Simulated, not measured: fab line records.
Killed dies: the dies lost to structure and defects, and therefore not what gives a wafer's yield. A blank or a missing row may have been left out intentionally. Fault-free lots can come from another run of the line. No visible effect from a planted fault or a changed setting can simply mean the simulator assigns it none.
Matching of chambers / flow nand_harc / NHARC_A_STAIRCASE_ETCH_253 on rie_diel-08: 4 sister chambers
The step etches the open film in C4F8/O2, target depth 50 nm, time 20.2 s. 16 wafers are shown with their chamber, then 8 later ones without.

== EACH WAFER AND ITS CHAMBER ==
wafer=L078.2; chamber=3; rf_vpp_V (V)=887; oes_product_au (a.u.)=0.936
wafer=L078.4; chamber=2; rf_vpp_V (V)=892; oes_product_au (a.u.)=0.945
wafer=L078.6; chamber=0; rf_vpp_V (V)=887; oes_product_au (a.u.)=0.926
wafer=L079.3; chamber=3; rf_vpp_V (V)=887; oes_product_au (a.u.)=0.937
wafer=L079.5; chamber=3; rf_vpp_V (V)=888; oes_product_au (a.u.)=0.941
wafer=L079.6; chamber=2; rf_vpp_V (V)=893; oes_product_au (a.u.)=0.952
wafer=L084.1; chamber=1; rf_vpp_V (V)=897; oes_product_au (a.u.)=0.933
wafer=L084.3; chamber=3; rf_vpp_V (V)=887; oes_product_au (a.u.)=0.930
wafer=L084.5; chamber=2; rf_vpp_V (V)=891; oes_product_au (a.u.)=0.949
wafer=L089.3; chamber=1; rf_vpp_V (V)=895; oes_product_au (a.u.)=0.966
wafer=L089.5; chamber=2; rf_vpp_V (V)=892; oes_product_au (a.u.)=0.972
wafer=L089.6; chamber=3; rf_vpp_V (V)=887; oes_product_au (a.u.)=0.979
wafer=L090.1; chamber=0; rf_vpp_V (V)=885; oes_product_au (a.u.)=0.924
wafer=L090.2; chamber=1; rf_vpp_V (V)=896; oes_product_au (a.u.)=0.927
wafer=L090.4; chamber=2; rf_vpp_V (V)=891; oes_product_au (a.u.)=0.934
wafer=L088.1; chamber=1; rf_vpp_V (V)=895; oes_product_au (a.u.)=0.957

SIGNATURES, as means of the wafers listed above
reading=rf_vpp_V; chamber 0=886.00; chamber 1=895.75; chamber 2=891.80; chamber 3=887.20; scatter within a chamber=0.834
reading=oes_product_au; chamber 0=0.92500; chamber 1=0.94575; chamber 2=0.95040; chamber 3=0.94460; scatter within a chamber=0.0167
Rule: for each reading, subtract the chamber's mean from the wafer's reading, divide by that reading's scatter and square the result; add these up over the readings and take the root, which gives the wafer's distance from the chamber. If the next closest chamber is less than 2 further off than the closest, the wafer can't be placed; otherwise it belongs to the closest. How the scatter is found: for the shown wafers, subtract from each reading the mean of its chamber, square and add these, divide the total by (wafers less chambers), then take the root.

== WAFERS WHOSE CHAMBER IS MISSING ==
wafer=L088.3; rf_vpp_V (V)=886; oes_product_au (a.u.)=0.955
wafer=L088.5; rf_vpp_V (V)=885; oes_product_au (a.u.)=0.947
wafer=L096.1; rf_vpp_V (V)=907; oes_product_au (a.u.)=0.942
wafer=L096.4; rf_vpp_V (V)=895; oes_product_au (a.u.)=0.937
wafer=L096.6; rf_vpp_V (V)=906; oes_product_au (a.u.)=0.936
wafer=L097.1; rf_vpp_V (V)=906; oes_product_au (a.u.)=0.949
wafer=L097.3; rf_vpp_V (V)=905; oes_product_au (a.u.)=0.960
wafer=L097.4; rf_vpp_V (V)=892; oes_product_au (a.u.)=0.954

== EACH ONE'S CHAMBER ==
wafer=L088.3; from the rows above=can't be placed: 3 or 0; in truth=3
wafer=L088.5; from the rows above=can't be placed: 0 or 3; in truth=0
wafer=L096.1; from the rows above=1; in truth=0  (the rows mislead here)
wafer=L096.4; from the rows above=1; in truth=1
wafer=L096.6; from the rows above=1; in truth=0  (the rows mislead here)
wafer=L097.1; from the rows above=1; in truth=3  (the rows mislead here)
wafer=L097.3; from the rows above=1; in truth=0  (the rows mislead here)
wafer=L097.4; from the rows above=2; in truth=2
Correctly placed: 2 of 8. Cannot be placed on the basis of these rows: 2; the candidates contain the true chamber in 2. Placed wrongly: 4.
